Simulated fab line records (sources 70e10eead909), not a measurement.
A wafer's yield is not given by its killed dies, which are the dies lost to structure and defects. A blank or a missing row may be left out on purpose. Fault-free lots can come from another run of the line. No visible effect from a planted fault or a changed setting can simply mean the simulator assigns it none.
Which of the tools did it?	flow nand_harc	6 lots with 18 wafers sampled at 5 steps, on a route of 1159 steps

== WHAT THE GAUGES READ, wafer by wafer ==
NHARC_END_SORT_01.
lot	measured	on	killed_open
L652	day 21 00:32	prober-01	6 3 1
L659	day 22 09:43	prober-01	7 4 2
L664	day 24 04:15	prober-01	2 3 5
L671	day 25 03:29	prober-01	4 0 0

== EACH LOT AND THE TOOL THAT RAN IT (in order: tool; ch and the chambers of the sampled wafers; start) ==
lot	NHARC_P_M1_PRE_CLEAN_30	NHARC_P_M1_PVD_21	NHARC_P_M2_SOFTBAKE_04	NHARC_P_M2_ETCH_35
L652	pvd_sputter-03, day 7 08:00 or earlier	pvd_sputter-03, day 7 08:00 or earlier	litho_track-01 ch 0, day 7 08:00	rie_diel-13 ch 0,1,2, day 7 09:11
L655	pvd_sputter-03, day 7 14:00 or earlier	pvd_sputter-03, day 7 14:00 or earlier	litho_track-06 ch 0, day 7 14:00	rie_diel-09 ch 0,1,3, day 7 15:12
L659	pvd_sputter-01, day 8 09:00 or earlier	pvd_sputter-01, day 8 09:00 or earlier	litho_track-01 ch 0, day 8 09:00	rie_diel-09 ch 1,3, day 8 10:14
L663	pvd_sputter-01, day 9 12:00 or earlier	pvd_sputter-01, day 9 12:00 or earlier	litho_track-06 ch 0, day 9 12:00	rie_diel-13 ch 0,1, day 9 13:17
L664	pvd_sputter-03, day 10 07:00 or earlier	pvd_sputter-03, day 10 07:00 or earlier	litho_track-06 ch 0, day 10 07:00	rie_diel-13 ch 0,1,3, day 10 07:47
L671	pvd_sputter-02, day 11 16:00 or earlier	pvd_sputter-02, day 11 16:00 or earlier	litho_track-06 ch 0, day 11 16:00	rie_diel-13 ch 1,2,3, day 11 17:40
- NHARC_P_M1_PRE_CLEAN_30: time 30 s.
- NHARC_P_M1_PVD_21: deposits Cu, target thk 30 nm, time 20.49 s.
- NHARC_P_M2_SOFTBAKE_04: time 55 s.
- NHARC_P_M2_ETCH_35: etches the open film in N2/H2, target depth 40 nm, overetch 12 nm, time 43.94 s.

== THE ANSWER, worked out from the rows above alone ==
Rule: the usual values come from the lots themselves. Put in order of their means at a reading, lots are off if they are a third of the lots or fewer, leave a main group of 4 or more, and stand apart from it by a gap of 3 or more times the standard deviation of the main group's means; of several such gaps the widest counts. The tables above print the reading to a certain number of digits; a main group whose means all agree to those digits is not used. Also off: a lot with no number at a reading for which 4 or more lots have one. Any other lot the step has rows for is counted as sound.
Across all readings shown, no lot is off: no conclusion can be drawn from this.

== WHAT THE SIMULATOR PUT IN ==
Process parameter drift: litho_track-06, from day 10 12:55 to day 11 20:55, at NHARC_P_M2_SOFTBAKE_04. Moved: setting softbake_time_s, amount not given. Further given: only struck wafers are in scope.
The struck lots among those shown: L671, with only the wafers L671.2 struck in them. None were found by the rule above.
